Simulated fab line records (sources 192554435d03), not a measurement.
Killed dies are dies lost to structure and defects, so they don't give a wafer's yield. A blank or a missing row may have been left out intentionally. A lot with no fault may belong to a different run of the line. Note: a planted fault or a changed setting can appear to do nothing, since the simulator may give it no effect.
Chamber matching :: flow n5_finfet :: 4 sister chambers for N5_BEOL_M0_CUTY_ETCH_63 on rie_diel-02
The step etches SOC in N2/H2, target depth 82.7 nm, overetch 16.5 nm, time 124 s. 4 wafers are shown with their chamber, then 9 later ones without.

## EACH WAFER AND ITS CHAMBER
wafer: L089.5
chamber: 2
drypump_motor_current_A (A): 5.9

wafer: L090.3
chamber: 1
drypump_motor_current_A (A): 6.6

wafer: L090.4
chamber: 0
drypump_motor_current_A (A): 6.4

wafer: L090.5
chamber: 3
drypump_motor_current_A (A): 5.8

## WAFERS MISSING THEIR CHAMBER
wafer: L092.2
drypump_motor_current_A (A): 6.0

wafer: L092.3
drypump_motor_current_A (A): 6.6

wafer: L092.5
drypump_motor_current_A (A): 6.6

wafer: L094.1
drypump_motor_current_A (A): 6.4

wafer: L094.3
drypump_motor_current_A (A): 5.9

wafer: L094.4
drypump_motor_current_A (A): 6.3

wafer: L095.2
drypump_motor_current_A (A): 6.6

wafer: L095.3
drypump_motor_current_A (A): 6.3

wafer: L095.4
drypump_motor_current_A (A): 5.8

## EACH ONE'S CHAMBER
wafer: L092.2
from the rows above: can't be placed: 2 or 3
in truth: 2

wafer: L092.3
from the rows above: 1
in truth: 1

wafer: L092.5
from the rows above: 1
in truth: 1

wafer: L094.1
from the rows above: 0
in truth: 0

wafer: L094.3
from the rows above: can't be placed: 2 or 3
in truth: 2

wafer: L094.4
from the rows above: 0
in truth: 0

wafer: L095.2
from the rows above: 1
in truth: 1

wafer: L095.3
from the rows above: 0
in truth: 0

wafer: L095.4
from the rows above: can't be placed: 3 or 2
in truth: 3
Correct placement for 6 of the 9. Can't be placed from these rows: 3 (the true chamber is among the candidates in 3). 0 placed wrongly.
How it was worked out, from the rows above alone: a wafer's distance from a chamber is the root of the sum, over the readings, of the square of ((its reading less the chamber's mean) divided by the reading's scatter). If the next closest chamber is less than 2 further off than the closest, the wafer can't be placed; otherwise it belongs to the closest. For every chamber, the mean is computed from those of its wafers that are shown. The scatter (one wafer shown for each chamber): square how far every hidden wafer sits from the nearest shown wafer, average those squares and take the square root.
